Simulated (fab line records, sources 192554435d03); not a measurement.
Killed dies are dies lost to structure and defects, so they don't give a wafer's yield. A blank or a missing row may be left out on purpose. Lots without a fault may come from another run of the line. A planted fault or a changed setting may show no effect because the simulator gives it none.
A struck lot beside a sound one | flow n5_finfet | 43 steps out of a route of 1938
Sound: wafers L900.3, L900.5, L900.6. Struck: wafer L908.4. (L908.1, L908.2 of the same lot were not struck and are left out.) The cause comes at the end.
At each step with rows: each side's tool, then ch and its chambers, then its first start. Under that, the readings that differ: sound wafers | struck wafers | difference of the means | sigmas: that difference in standard deviations of wafers without a fault.
alike: readings whose means differ by less than 2 such deviations, and words and numbers that are the same on both sides. not compared: withheld readings, readings that some wafer has no value for, bounds like >300 that may hide the same value, and numbers for which the record gives no deviation and whose values overlap.
The two part at a step that has a row with sigmas, a row that says differs or no value, or rows on one side only. Numbers that don't overlap but have no deviation are shown without sigmas and don't part them. A reading that every wafer of one side lacks parts them only if that side has two wafers or more.

first, 3 steps without rows for these wafers: N5_BEOL_M4_ETCH_70 (etches SOC in N2/H2, target depth 80 nm, overetch 24 nm, time 130 s); N5_BEOL_M4_STRIP_71 (strips in N2/H2); N5_BEOL_M4_STRIP_78 (strips in N2/H2).
N5_BEOL_M4_VIA_ETCH_34: etches the open film in C4F6/O2, target depth 69.4 nm, time 65.9 s.
  sound on rie_diel-02 ch 0,3, day 7 16:56; struck on rie_diel-05 ch 1, day 10 00:38
  alike: drypump_motor_current_A, oes_product_au, rf_fwd_power_W, rf_vpp_V, showerhead_plenum_p_Torr, throttle_valve_pct
  not compared: rf_hours_counter_h
then, 2 steps without rows for these wafers: N5_BEOL_M4_STRIP_83 (strips in C4F6/O2); N5_BEOL_M4_STRIP_36 (strips in N2/H2).
N5_BEOL_M4_TRENCH_ETCH_37: etches SiOC in C4F6/O2, target depth 55.555 nm, time 29.2 s.
  sound on rie_diel-02 ch 0,3; struck on rie_diel-05 ch 1
  alike: drypump_motor_current_A, oes_product_au, rf_fwd_power_W, rf_vpp_V, showerhead_plenum_p_Torr, throttle_valve_pct
  not compared: rf_hours_counter_h
then, 2 steps without rows for these wafers: N5_BEOL_M4_ETCH_41 (etches SiCN in CH3F/O2, target depth 29.9 nm, time 52.5 s); N5_BEOL_M4_STRIP_97 (strips in N2/H2, time 10 s).
N5_BEOL_M4_OCD_MEAS_38:
  sound on ocd-01, day 7 17:11; struck on ocd-01, day 10 00:53
  reading              | sound          | struck | difference | sigmas
  trench_depth_nm (nm) | 55.0 54.4 54.9 | 57.2   | +2.4       | +3
then, 2 steps without rows for these wafers: N5_BEOL_M4_HM_STRIP_39 (strips TiN in peroxide tin strip, target depth 25 nm, time 158 s); N5_BEOL_M4_SRD_40 (time 30 s).
N5_BEOL_M4_PRECLEAN_42: cleans in residue remover, time 60 s.
  sound on wet_bench-04 ch 3,4,5, day 7 17:17; struck on wet_bench-04 ch 0,2,7, day 10 00:59
then, 1 step without rows for these wafers: N5_BEOL_M4_SRD_43 (time 30 s).
N5_BEOL_M4_CD_MEAS_35: target cd 18 nm, target cd y 22.4 nm.
  sound on cd_sem-03, day 7 17:20; struck on cd_sem-02, day 10 01:02
  alike: cd_nm
then, 5 steps without rows for these wafers: N5_BEOL_M4_DEGAS_44 (time 60 s); N5_BEOL_M4_PRE_CLEAN_45 (time 30 s); N5_BEOL_M4_ALD_84 (deposits TaN, pulse time 2 s, purge time 3 s, co reactant purge time 2 s); N5_BEOL_M4_SURFACE_TREAT_85; N5_BEOL_M4_CVD_47 (deposits Co from CCTBA/H2, target thk 3 nm, time 223.8 s).
N5_BEOL_M4_SPUTTER_48: material Cu, target thk 4.5 nm, time 8.29 s.
  sound on pvd_sputter-03, day 7 18:44; struck on pvd_sputter-02, day 10 02:20
  reading                | sound          | struck | difference | sigmas
  throttle_valve_pct (%) | 28.6 28.8 29.0 | 31.2   | +2.4       | +2
then, 1 step without rows for these wafers: N5_BEOL_M4_ANNEAL_49 (time 240 s).
N5_BEOL_M4_SPUTTER_79: material Cu, target thk 4.5 nm, time 8.29 s.
  sound on pvd_sputter-03, day 7 18:57; struck on pvd_sputter-02, day 10 02:33
  reading                | sound          | struck | difference | sigmas
  throttle_valve_pct (%) | 28.7 28.5 28.7 | 30.9   | +2.3       | +2
then, 17 steps without rows for these wafers: N5_BEOL_M4_ANNEAL_80 (time 240 s); N5_BEOL_M4_SPUTTER_81 (material Cu, target thk 4.5 nm, time 8.29 s); N5_BEOL_M4_ANNEAL_82 (time 240 s); N5_BEOL_M4_SPUTTER_86 (material Cu, target thk 4.5 nm, time 8.29 s); N5_BEOL_M4_ANNEAL_87 (time 240 s); N5_BEOL_M4_SPUTTER_88 (material Cu, target thk 4.5 nm, time 8.29 s); N5_BEOL_M4_ANNEAL_89 (time 240 s); N5_BEOL_M4_SPUTTER_90 (material Cu, target thk 4.5 nm, time 8.29 s); N5_BEOL_M4_ANNEAL_91 (time 240 s); N5_BEOL_M4_SPUTTER_92 (material Cu, target thk 4.5 nm, time 8.29 s); N5_BEOL_M4_ANNEAL_93 (time 240 s); N5_BEOL_M4_SPUTTER_94 (material Cu, target thk 4.5 nm, time 8.29 s); N5_BEOL_M4_ANNEAL_95 (time 240 s); N5_BEOL_M4_SPUTTER_96 (material Cu, target thk 4.5 nm, time 8.29 s); N5_BEOL_M4_ECD_50 (material Cu, target thk 300 nm); N5_BEOL_M4_ANNEAL_51 (time 90 s); N5_BEOL_M4_CMP_52 (polishes, stops on SiOC, t overpolish 6.8 s, target thk 40 nm).
N5_BEOL_M4_THK_MEAS_53: measures by xrf.
  sound on film_metro-02, day 7 21:16; struck on film_metro-02, day 10 05:48
  reading     | sound          | struck | difference | sigmas
  M4_THK (nm) | 39.8 39.5 38.2 | 42.0   | +2.8       | +2
N5_BEOL_M4_PRE_CLEAN_60: time 15 s.
  sound on cvd_co-02 ch 0,1,2, day 7 21:19; struck on cvd_co-02 ch 0, day 10 05:50
  alike: heater_power_w, rf_fwd_power_W
-- the record jumps here: 5 days lie between the struck wafers' starts before and after (it left off in module BEOL_M4 and takes up again in module PASSIVATION, whose first step shown is number 1936 of the route) --
N5_PASSIVATION_PROBE_49:
  sound on prober-02, day 12 06:12; struck on prober-02, day 14 21:41
  reading                  | sound          | struck | difference | sigmas
  defect_limited_yield (%) | 92.2 91.3 93.4 | 84.0   | -8.3       | -6
  killed_at_M4_up          | 11 12 12       | 126    | +114       | +20
  killed_dies              | 92 103 78      | 189    | +98        | +6
  killed_on_rim            | 12 16 11       | 27     | +14        | +3
  sort_bin_5_function (%)  | 4.4 4.9 4.1    | 10.5   | +6.0       | +6
  sort_n_pass              | 1088 1077 1102 | 991    | -98        | -6
  sort_yield_pct (%)       | 92.2 91.3 93.4 | 84.0   | -8.3       | -6
  alike: killed_at_M0_to_M3, killed_at_contacts, killed_at_front_end, killed_at_other, killed_open, killed_short, sort_bin_6_memory, sort_bin_8_speed

WHERE THEY PART
First at N5_BEOL_M4_OCD_MEAS_38; last, within this record, at N5_PASSIVATION_PROBE_49.

WHY: what the simulator had put in
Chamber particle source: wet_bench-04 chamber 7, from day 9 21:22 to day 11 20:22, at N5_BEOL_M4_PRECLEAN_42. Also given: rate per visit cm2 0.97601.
